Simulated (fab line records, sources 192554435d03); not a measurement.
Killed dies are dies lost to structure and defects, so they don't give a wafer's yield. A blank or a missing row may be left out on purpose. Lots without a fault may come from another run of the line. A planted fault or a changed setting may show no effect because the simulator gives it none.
Split-lot experiment | flow n5_finfet | 7 lots, 39 wafers read, on a route of 1938 steps

THE SPLIT
At N5_HKMG_FIN_ETCH_35 (etches SOC in N2/H2, target depth 215.8 nm, time 243.4 s), the setting target_depth_a was moved away from the recipe's 2158 angstrom on 12 of the 39 wafers read, by -10.0% to +9.2%. The other wafers ran this setting at the recipe's value.

The file shows no step between the split and the reading.

THE READING
SOC_of_HKMG_FIN_COAT_29.thk_nm (the simulator's own value, which no gauge read), in nm, at N5_HKMG_FIN_STRIP_92 (strips SOC in N2/H2, time 20 s). The file gives no usual value for it. The 27 wafers here that ran the recipe average 77.4 nm, standard deviation 6 nm.

wafer  | tool, chamber at the split | target_depth_a as run, angstrom | against the recipe | SOC_of_HKMG_FIN_COAT_29.thk_nm, nm | against lot-mates on the recipe
L076.1 | rie_diel-05, 0             | 2158                            | recipe             | 84                                 | -
L076.2 | rie_diel-05, 3             | 2158                            | recipe             | 84.4                               | -
L076.3 | rie_diel-05, 2             | 2357                            | +9.2%              | 51.8                               | -32.2
L076.4 | rie_diel-05, 1             | 2357                            | +9.2%              | 63.6                               | -20.4
L076.5 | rie_diel-05, 1             | 2357                            | +9.2%              | 66                                 | -18.0
L076.6 | rie_diel-05, 0             | 2158                            | recipe             | 83.6                               | -
L077.1 | rie_diel-05, 0             | 2158                            | recipe             | 82.4                               | -
L077.3 | rie_diel-05, 1             | 2158                            | recipe             | 82.4                               | -
L077.2 | rie_diel-05, 3             | 1942                            | -10.0%             | 104                                | +26.4
L077.4 | rie_diel-05, 2             | 2158                            | recipe             | 68                                 | -
L077.5 | rie_diel-05, 0             | 1942                            | -10.0%             | 102.4                              | +24.8
L077.6 | rie_diel-05, 3             | 1942                            | -10.0%             | 105.6                              | +28.0
L081.1 | rie_diel-05, 2             | 2158                            | recipe             | 64.6                               | -
L081.2 | rie_diel-05, 3             | 2158                            | recipe             | 77.8                               | -
L081.4 | rie_diel-05, 0             | 2158                            | recipe             | 77.8                               | -
L081.3 | rie_diel-05, 1             | 2158                            | recipe             | 80                                 | -
L081.5 | rie_diel-05, 3             | 2158                            | recipe             | 78.6                               | -
L081.6 | rie_diel-05, 0             | 2158                            | recipe             | 78.4                               | -
L083.1 | rie_diel-05, 3             | 2027                            | -6.1%              | 92.6                               | +17.8
L083.2 | rie_diel-05, 0             | 2158                            | recipe             | 83                                 | -
L083.3 | rie_diel-05, 2             | 2158                            | recipe             | 70.8                               | -
L083.4 | rie_diel-05, 1             | 2027                            | -6.1%              | 93.8                               | +19.0
L083.5 | rie_diel-05, 3             | 2027                            | -6.1%              | 92.8                               | +18.0
L083.6 | rie_diel-05, 2             | 2158                            | recipe             | 70.6                               | -
L086.1 | rie_diel-04, 0             | 2281                            | +5.7%              | 62.4                               | -17.8
L086.2 | rie_diel-04, 3             | 2281                            | +5.7%              | 62.2                               | -18.0
L086.3 | rie_diel-04, 2             | 2158                            | recipe             | 86.4                               | -
L086.4 | rie_diel-04, 1             | 2158                            | recipe             | 66                                 | -
L086.5 | rie_diel-04, 2             | 2158                            | recipe             | 88.2                               | -
L086.6 | rie_diel-04, 1             | 2281                            | +5.7%              | 54                                 | -26.2
L090.1 | rie_diel-01, 3             | 2158                            | recipe             | 73.8                               | -
L090.2 | rie_diel-01, 1             | 2158                            | recipe             | 75.8                               | -
L090.3 | rie_diel-01, 0             | 2158                            | recipe             | 78.8                               | -
L090.4 | rie_diel-01, 2             | 2158                            | recipe             | 74.4                               | -
L090.5 | rie_diel-01, 3             | 2158                            | recipe             | 74.2                               | -
L090.6 | rie_diel-01, 0             | 2158                            | recipe             | 79.6                               | -
L097.1 | rie_diel-04, 1             | 2158                            | recipe             | 71.4                               | -
L097.3 | rie_diel-04, 0             | 2158                            | recipe             | 77                                 | -
L097.6 | rie_diel-04, 0             | 2158                            | recipe             | 76.6                               | -

THE FIT
A straight line over all 39 wafers: SOC_of_HKMG_FIN_COAT_29.thk_nm changes by -2.43 nm for each +1% of target_depth_a; r = -0.88; the points scatter about the line by 5.9 nm.
The same after taking each lot's own level away (the mean of its wafers on the recipe; 39 wafers): -2.79 nm for each +1%; r = -0.92; scatter 5.2 nm.
On that fit, the largest move of target_depth_a shifts the reading by 28 nm.
The lots' own levels span 74.80 to 84.00 nm, that is 1.5 times the standard deviation above.
So the lot-to-lot level changes the slope: the two fits differ.
Check: with one of the wafers moved furthest among these (-10.0%) left out of the fit, the line predicts +28 nm for it against its lot-mates. It came out at +26.4 nm against them.

OTHER SPLITS ON THESE WAFERS
These wafers also went through other splits before the reading. Each is held against what the fit with the lots' levels taken away leaves over:
other split on the same wafers          | wafers away from the commonest value | r with SOC_of_HKMG_FIN_COAT_29.thk_nm (lot level and that fit taken away)
N5_FIN_SAQP_SPACER2_ALD_28 target_thk_a | 15                                   | +0.15
N5_DUMMY_GATE_ETCH_37 source_w          | 12                                   | +0.19
N5_SD_EPI_P_EPI_21 pressure_torr        | 12                                   | +0.08

THE WHOLE CHAIN: every reading that the file lists as answering this split, in the file's order
step                 | what it does                                             | reading                                                                         | change (the file's fit)              | r (the file's)
N5_HKMG_FIN_ETCH_35  | etches SOC in N2/H2, target depth 215.8 nm, time 243.4 s | SOC_of_HKMG_FIN_COAT_29.thk_nm (the simulator's own value, which no gauge read) | -2.74 nm for each +1% of the setting | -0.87
N5_HKMG_FIN_ETCH_35  | etches SOC in N2/H2, target depth 215.8 nm, time 243.4 s | HKMG_FIN.feature_depth_nm (the simulator's own value, which no gauge read)      | +2.77 nm for each +1% of the setting | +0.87
N5_HKMG_FIN_ETCH_35  | etches SOC in N2/H2, target depth 215.8 nm, time 243.4 s | etch.depth_nm (the simulator's own value, which no gauge read)                  | +2.77 nm for each +1% of the setting | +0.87
N5_HKMG_FIN_STRIP_92 | strips SOC in N2/H2, time 20 s                           | SOC_of_HKMG_FIN_COAT_29.thk_nm (the simulator's own value, which no gauge read) | -2.79 nm for each +1% of the setting | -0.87

THE FILE'S OWN FIT
SOC_of_HKMG_FIN_COAT_29.thk_nm changes by -2.79 nm for each +1% of target_depth_a, r = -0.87.
